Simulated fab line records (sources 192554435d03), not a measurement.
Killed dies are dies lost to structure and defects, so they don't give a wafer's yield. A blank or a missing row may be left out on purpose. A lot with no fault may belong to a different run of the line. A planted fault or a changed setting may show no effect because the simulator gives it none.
fab line records    flow n5Finfet
[record] lots = 7  wafers = 18  lastDay = 17
route steps=1938 shown HKMG_FIN@422 PASSIVATION@1936
lots that met no fault: taken from a fault-free run of the same line
startH: the number of hours between the record's first day and the start of the first shown wafer of the lot    waitH: hours elapsed since this lot's preceding step    " the same as in the row above    L1.1+2: a single row standing in for several wafers    - no value, or no start given    * or withheld: withheld    < > ~ a bound
route shown NAME@n: NAME is a module with steps in the file, n the number in the route of the first one    usual: the fault-free wafers' mean and standard deviation    same: alike in all rows    chamber/n: place in a boat    sites: the reading at each site    _std_site: the standard deviation of these    _edge_site: outer sites' mean less inner sites'    radiusMm: for every site, how far away it sits from the centre of the wafer    mask NAME#n: copy n    behind: the last tool/chamber to shape the wafer    hold: why the lot was held/for how many hours/how that ended    device: names the non-switching transistor (n, p or np)    end of line: tests run on the same wafers once the route is complete    a step given without rows: its recipe and nothing more    killed: count of dies lost to structure and defects at first sort (not the wafer's yield)    map: per-die view of a wafer (x killed, . not killed, _ where there is no die)
set.NAME: the setting as run; set.NAME@STEP: as run at that earlier step    model.NAME: the simulator's own value behind a step, which no gauge read
lots at some steps of the route; a table a step, a row a wafer
services: from which hour (startH, from the record's first day; less than 0 if before it) a tool's chamber was out of use, for how many hours, and why
[[steps]]
[step N5_HKMG_FIN_COAT_29]
[recipe] resist = SOC  tempC = 250  timeS = 60  spinRpm = 1500  resistThkNm = 300
[step N5_HKMG_FIN_COAT_30]
[recipe] resist = SiARC  tempC = 220  timeS = 60  spinRpm = 1500  resistThkNm = 35
[step N5_HKMG_FIN_COAT_06]
[recipe] resist = CAR-ArF  spinRpm = 1500  resistThkNm = 90
[step N5_HKMG_FIN_EBR_08]
[recipe] solvent = PGMEA  ebrWidthMm = 1.5
[step N5_HKMG_FIN_SOFTBAKE_07]
[recipe] tempC = 110  timeS = 60  resist = CAR-ArF
[step N5_HKMG_FIN_EXPOSE_09]
[recipe] maskId = NWFM  na = 1.35  sourceShape = conventional  sigmaOuter = 0.8  polarization = unpolarized  doseMj = 39.25
[step N5_HKMG_FIN_PEB_10]
[recipe] pebTempC = withheld  pebTimeS = 60  resist = CAR-ArF
[step N5_HKMG_FIN_DEVELOP_11]
[recipe] developTimeS = 30  developer = TMAH  resist = CAR-ArF  devTempC = 23  rinseLiquid = diw  dry = airSpin
[step N5_HKMG_FIN_CD_MEAS_12]
[recipe] targetCdNm = 92.8  landingEnergyEv = 500  detector = seInlens
[usual] cdNm = 93.1/0.81
lot.wafer  tool      chamber  startH  waitH  cdNm
L445.3     cdSem-03  0        90.57   -      92.5
L445.4     "         0        "       "      91.7
L445.6     "         0        "       "      93.0
L449.1     cdSem-03  0        117.25  -      93.6
L449.3     "         0        "       "      94.7
L449.5     "         0        "       "      93.9
L456.2     cdSem-01  0        157.47  -      92.7
L456.4     "         0        "       "      93.3
L456.5     "         0        "       "      93.4
L457.1     cdSem-02  0        164.76  -      94.0
L457.3     "         0        "       "      94.1
L459.2     cdSem-01  0        177.77  -      93.7
L459.3     "         0        "       "      94.3
L460.1     cdSem-01  0        184.33  -      92.7
L460.3     "         0        "       "      94.4
L464.1     cdSem-01  0        209.36  -      92.2
L464.2     "         0        "       "      91.7
L464.4     "         0        "       "      92.6
[step N5_HKMG_FIN_OVL_MEAS_13]
[recipe] pointsPerWafer = 44
[usual] NWFM_OVL = -0.2/0.76
lot.wafer  tool        chamber  startH  waitH  NWFM_OVL[nm]
L445.3     overlay-02  0        90.59   0.0    -0.4
L445.4     "           0        "       "      0.7
L445.6     "           0        "       "      -0.5
L449.1     overlay-01  0        117.28  0.0    -0.9
L449.3     "           0        "       "      -0.1
L449.5     "           0        "       "      -0.3
L456.2     overlay-01  0        157.50  0.0    0.9
L456.4     "           0        "       "      0.2
L456.5     "           0        "       "      0.3
L457.1     overlay-02  0        164.79  0.0    -1.0
L457.3     "           0        "       "      -0.4
L459.2     overlay-02  0        177.80  0.0    -0.3
L459.3     "           0        "       "      -0.7
L460.1     overlay-02  0        184.36  0.0    -0.8
L460.3     "           0        "       "      -1.9
L464.1     overlay-02  0        209.39  0.0    -0.6
L464.2     "           0        "       "      0.8
L464.4     "           0        "       "      -0.3
[step N5_HKMG_FIN_INSPECT_14]
[recipe] mode = adi  inspectInstrument = macro
[usual] rawDefectCount = 2.0/1.3
lot.wafer  tool              chamber  startH  waitH  rawDefectCount
L445.3     defectInspect-01  -        90.62   0.0    4
L445.4     "                 -        "       "      2
L445.6     "                 -        "       "      0
L449.1     defectInspect-01  -        117.30  0.0    4
L449.3     "                 -        "       "      2
L449.5     "                 -        "       "      1
L456.2     defectInspect-02  -        157.52  0.0    4
L456.4     "                 -        "       "      2
L456.5     "                 -        "       "      2
L457.1     defectInspect-01  -        164.81  0.0    0
L457.3     "                 -        "       "      1
L459.2     defectInspect-01  -        177.83  0.0    2
L459.3     "                 -        "       "      1
L460.1     defectInspect-01  -        184.38  0.0    2
L460.3     "                 -        "       "      1
L464.1     defectInspect-02  -        209.42  0.0    3
L464.2     "                 -        "       "      0
L464.4     "                 -        "       "      1
[step N5_HKMG_FIN_DESCUM_17]
[recipe] chemistry = O2  timeS = 7.9  sourcePowerW = 50  biasPowerW = 20  pressureMtorr = 20  rfFrequencyHz = 2.712e+07  tempC = 40  resist = CAR-ArF  o2FlowSccm = 225
[usual] biasPowerW = 20.01/0.066  drypumpMotorCurrentA = 5.4/0.63  oesProductAu = 0.76/0.091  rfFwdPowerW = 49.44/0.22  rfVppV = 242.8/1.3  showerheadPlenumPTorr = 2.07/0.059  throttleValvePct = 20.37/0.19
lot.wafer  tool        chamber  startH  waitH  biasPowerW  drypumpMotorCurrentA  oesProductAu  rfFwdPowerW  rfHoursCounterH  rfVppV  showerheadPlenumPTorr  throttleValvePct
L445.3     rieDiel-01  1        90.86   0.2    19.85       4.7                   0.75          49.16        170              244.1   2.17                   20.50
L445.4     "           2        "       "      20.01       6.3                   0.70          49.59        217              242.8   2.05                   20.39
L445.6     "           1        "       "      19.94       4.7                   0.75          49.32        -                245.1   2.17                   20.47
L449.1     rieDiel-05  2        117.95  0.6    19.99       5.2                   0.87          49.66        44               243.2   2.14                   20.07
L449.3     "           3        "       "      19.97       4.9                   0.76          49.39        162              240.8   2.02                   20.59
L449.5     "           2        "       "      20.11       5.2                   0.86          49.32        -                243.5   2.14                   20.07
L456.2     rieDiel-05  3        157.56  0.0    19.97       4.9                   0.74          49.76        180              243.0   2.01                   20.61
L456.4     "           1        "       "      20.02       6.5                   0.73          49.79        165              243.4   2.00                   20.47
L456.5     "           3        "       "      20.02       4.9                   0.74          49.48        -                240.6   2.01                   20.62
L457.1     rieDiel-01  1        164.84  0.0    20.14       4.7                   0.72          49.06        192              244.6   2.16                   20.52
L457.3     "           0        "       "      20.05       4.9                   0.96          49.18        4                242.0   2.05                   20.22
L459.2     rieDiel-01  2        177.86  0.0    20.05       6.3                   0.70          49.54        241              243.1   2.04                   20.42
L459.3     "           1        "       "      20.00       4.7                   0.72          49.49        196              244.3   2.16                   20.54
L460.1     rieDiel-01  0        184.42  0.0    19.97       4.9                   0.95          49.23        11               241.6   2.05                   20.21
L460.3     "           1        "       "      20.06       4.7                   0.72          49.16        198              244.6   2.16                   20.54
L464.1     rieDiel-04  0        209.59  0.2    20.07       5.4                   0.99          49.65        1                243.3   2.03                   20.28
L464.2     "           2        "       "      19.93       5.3                   0.70          49.41        207              241.7   2.02                   20.50
L464.4     "           3        "       "      20.10       4.9                   0.68          49.34        215              244.2   2.14                   20.66
[step N5_HKMG_FIN_ETCH_31]
[recipe] chemistry = CF4  target = SiARC  targetDepthA = 455  maskMaterial = CAR-ArF  timeS = 75.8  ionEnergyEv = 80  pressureMtorr = 40  sourceW = 545  biasW = 36  Ar_flow_sccm = 100  cf4FlowSccm = 100  ends = cleared
[usual] cf4FlowSccm = 99.98/0.29  drypumpMotorCurrentA = 5.4/0.63  etchRfOnTimeS = 77.1/2.3  oesProductAu = 0.65/0.08  rfFwdPowerW = 539.9/1.9  rfVppV = 183.9/0.98  showerheadPlenumPTorr = 2.12/0.059  throttleValvePct = 15.57/0.23
lot.wafer  tool        chamber  startH  waitH  cf4FlowSccm  drypumpMotorCurrentA  etchRfOnTimeS  oesProductAu  rfFwdPowerW  rfHoursCounterH  rfVppV  showerheadPlenumPTorr  throttleValvePct
L445.3     rieDiel-01  1        90.90   0.0    100.32       4.7                   74.7           0.65          538.0        170              184.3   2.22                   15.69
L445.4     "           2        "       "      99.91        6.3                   80.5           0.58          537.3        217              183.3   2.10                   15.71
L445.6     "           1        "       "      100.40       4.7                   75.0           0.64          537.7        -                185.9   2.22                   15.68
L449.1     rieDiel-05  2        117.99  0.0    100.17       5.2                   75.2           0.74          541.4        44               185.9   2.18                   15.18
L449.3     "           3        "       "      99.92        4.9                   73.6           0.65          538.5        162              182.5   2.04                   15.61
L449.5     "           2        "       "      99.50        5.2                   75.5           0.74          541.4        -                184.5   2.18                   15.19
L456.2     rieDiel-05  3        157.59  0.0    99.81        4.9                   73.7           0.64          541.1        180              182.5   2.04                   15.65
L456.4     "           1        "       "      100.51       6.4                   80.3           0.63          541.9        165              183.4   2.07                   15.70
L456.5     "           3        "       "      100.30       4.9                   73.3           0.64          539.0        -                184.2   2.04                   15.64
L457.1     rieDiel-01  1        164.88  0.0    100.19       4.7                   101.3          0.54          -            192              185.5   2.21                   15.72
L457.3     "           0        "       "      100.11       4.9                   77.8           0.81          538.6        4                183.7   2.12                   15.46
L459.2     rieDiel-01  2        177.90  0.0    100.42       6.3                   105.4          0.50          -            241              182.8   2.09                   15.75
L459.3     "           1        "       "      99.97        4.7                   75.9           0.62          540.8        196              185.7   2.21                   15.75
L460.1     rieDiel-01  0        184.45  0.0    99.85        4.9                   101.1          0.69          539.0        11               184.4   2.12                   15.45
L460.3     "           1        "       "      99.38        4.7                   76.4           0.62          537.4        198              182.8   2.21                   15.74
L464.1     rieDiel-04  0        209.63  0.0    100.05       5.5                   75.2           0.85          542.7        1                183.1   2.11                   15.60
L464.2     "           2        "       "      99.68        5.3                   75.3           0.60          538.2        207              182.8   2.04                   15.46
L464.4     "           3        "       "      99.58        4.9                   79.8           0.58          542.5        215              185.3   2.22                   16.02
[step N5_HKMG_FIN_ETCH_32]
[recipe] chemistry = N2/H2  target = SOC  targetDepthA = 2400  tempC = 40  timeS = 300  ionEnergyEv = 200  maskMaterial = SiARC  pressureMtorr = 30  sourceW = 840  biasW = 150  n2FlowSccm = 200  h2FlowSccm = 200
[usual] drypumpMotorCurrentA = 5.4/0.63  oesProductAu = 0.75/0.095  rfFwdPowerW = 838.6/2.8  rfVppV = 523.3/2.2  showerheadPlenumPTorr = 2.52/0.066  throttleValvePct = 17.79/0.26
lot.wafer  tool        chamber  startH  waitH  drypumpMotorCurrentA  oesProductAu  rfFwdPowerW  rfHoursCounterH  rfVppV  showerheadPlenumPTorr  throttleValvePct
L445.3     rieDiel-01  1        90.95   0.0    4.7                   0.75          835.5        170              526.7   2.63                   17.89
L445.4     "           2        "       "      6.3                   0.66          840.2        217              523.6   2.52                   18.00
L445.6     "           1        "       "      4.7                   0.74          837.3        -                525.3   2.63                   17.90
L449.1     rieDiel-05  2        118.05  0.0    5.2                   0.87          838.1        44               523.7   2.57                   17.27
L449.3     "           3        "       "      4.8                   0.76          840.5        162              520.1   2.43                   17.87
L449.5     "           2        "       "      5.2                   0.87          836.5        -                525.0   2.57                   17.27
L456.2     rieDiel-05  3        157.65  0.0    4.9                   0.74          839.9        180              520.6   2.43                   17.89
L456.4     "           1        "       "      6.4                   0.72          837.6        165              521.1   2.46                   18.01
L456.5     "           3        "       "      4.9                   0.75          841.2        -                519.2   2.43                   17.90
L457.1     rieDiel-01  1        164.94  0.0    4.7                   0.71          837.3        192              526.0   2.63                   17.95
L457.3     "           0        "       "      4.9                   0.95          832.7        4                523.1   2.47                   17.46
L459.2     rieDiel-01  2        177.95  0.0    6.3                   0.66          837.7        241              522.8   2.51                   18.07
L459.3     "           1        "       "      4.7                   0.73          843.3        196              526.4   2.62                   17.94
L460.1     rieDiel-01  0        184.51  0.0    4.9                   0.94          836.0        11               523.2   2.47                   17.47
L460.3     "           1        "       "      4.7                   0.73          837.0        198              527.1   2.62                   17.93
L464.1     rieDiel-04  0        209.68  0.0    5.5                   1.01          841.0        1                523.9   2.50                   17.91
L464.2     "           2        "       "      5.3                   0.70          837.1        207              520.6   2.44                   17.80
L464.4     "           3        "       "      4.9                   0.68          837.1        215              527.0   2.60                   18.08
[step N5_PASSIVATION_PROBE_49]
[usual] killed_at_M0_to_M3 = 35/11  killed_at_M4_up = 13/5.7  killedAtContacts = 12/5.7  killedAtFrontEnd = 40/11  killedAtOther = 4/4.4  killedDies = 105/18  killedOpen = 68/14  killedShort = 34/7.4
[same] grossDies = 1180  killedAtBackSide = 0
lot.wafer  tool       chamber  startH  waitH  killed_at_M0_to_M3  killed_at_M4_up  killedAtContacts  killedAtFrontEnd  killedAtOther  killedDies  killedOpen  killedShort
L457.1     prober-02  -        345.56  0.0    45                  25               20                29                3              122         82          36
L457.3     prober-02  -        345.66  0.1    45                  23               7                 37                1              113         76          37
L459.2     prober-02  -        363.69  0.5    42                  4                7                 37                68             158         66          29
L459.3     prober-02  -        363.74  0.6    29                  14               4                 29                134            210         55          26
// killed by level:class
L457.1 MOL_CONTACT_COAG:geometricParticle:open=18 BEOL_M4:geometricParticle:open=12 BEOL_M0_SAQP:geometricParticle:open=12 BEOL_M0_SAQP:geometricParticle:short=10 BEOL_M1:geometricParticle:open=8 STI_FIN_REVEAL:geometricParticle:open=5 FIN_SAQP:geometricParticle:open=4 STARTING-WAFER:geometricParticle:short=4
L457.3 STI_FIN_REVEAL:geometricParticle:open=13 BEOL_M0_SAQP:geometricParticle:open=11 BEOL_M0_SAQP:geometricParticle:short=9 BEOL_M2:geometricParticle:open=8 GATE_CUT:geometricParticle:short=7 BEOL_M4:geometricParticle:open=7 MOL_CONTACT_COAG:geometricParticle:open=6 BEOL_M1:geometricParticle:open=5
L459.2 PASSIVATION:areaEtch=57 BEOL_M1:geometricParticle:open=11 STI_FIN_REVEAL:geometricParticle:open=8 DUMMY_GATE:geometricParticle:open=8 BEOL_M3:geometricParticle:open=8 PASS1_CAP:geometricParticle:open=6 BEOL_M2:geometricParticle:open=6 FIN_SAQP:geometricParticle:open=5
L459.3 PASSIVATION:areaEtch=127 BEOL_M0_SAQP:geometricParticle:open=10 BEOL_M2:geometricParticle:open=7 FIN_SAQP:geometricParticle:short=5 STI_FIN_REVEAL:geometricParticle:open=5 GATE_CUT:geometricParticle:short=4 MOL_CONTACT_COAG:geometricParticle:open=4 BEOL_M0_SAQP:geometricParticle:short=4
[[services]]
tool        chamber  startH  hours  kind
rieDiel-05  -        71.46   0.8    repair
rieDiel-01  -        102.19  4.3    pm
rieDiel-01  2        107.31  5.2    repair
rieDiel-01  -        114.81  14.6   pm
rieDiel-05  0        119.05  -      clean
rieDiel-05  0        119.05  -      consumableReplace:focusRing
rieDiel-05  0        119.05  23.4   scheduledDown
rieDiel-05  0        119.05  23.4   ventCycle
rieDiel-05  2        120.99  4.6    repair
rieDiel-01  0        141.86  -      clean
rieDiel-01  0        141.86  -      consumableReplace:focusRing
rieDiel-01  0        141.86  13.6   scheduledDown
rieDiel-01  0        141.86  13.6   ventCycle
rieDiel-04  1        152.74  6.5    repair
rieDiel-04  1        165.36  -      clean
rieDiel-04  1        165.36  -      consumableReplace:focusRing
rieDiel-04  1        165.36  -      consumableReplace:showerhead
rieDiel-04  1        165.36  12.3   scheduledDown
rieDiel-04  1        165.36  12.3   ventCycle
rieDiel-04  0        177.71  -      clean
rieDiel-01  3        197.18  -      clean
rieDiel-01  3        197.18  -      consumableReplace:focusRing
rieDiel-01  3        197.18  15.6   scheduledDown
rieDiel-01  3        197.18  15.6   ventCycle
[[key]]
[firstSign] step = N5_HKMG_FIN_ETCH_31  reading = etchRfOnTimeS  direction = up  sigmas = 11  usual = *  struck = *
effect none on later readings
metAt N5_HKMG_FIN_ETCH_31
struckWafers L457.1,L459.2,L460.1
testerLeftOut L457,L459,L460
[baselineLoss] step = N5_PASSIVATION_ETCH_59  wafers = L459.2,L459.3
onsetBetween 90.90 164.88
[fault] kind = processParameterDrift  tool = rieDiel-01  chamber = -  onsetH = 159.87  steps = N5_HKMG_FIN_ETCH_31  channel = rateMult  offset = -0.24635  shape = step  endH = 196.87  scope = struckWafersOnly
// testerLeftOut: of these lots the tester's yield and bins aren't shown, on N5 and GAA mostly nor the transistor test; their killed dies are dies lost to structure and defects alone, not to doping, threshold or leakage, so they don't give the yield
// baselineLoss: these wafers lose ten dies or more at that step, a loss of the line's own and not of a fault; the sort's usual values leave them out
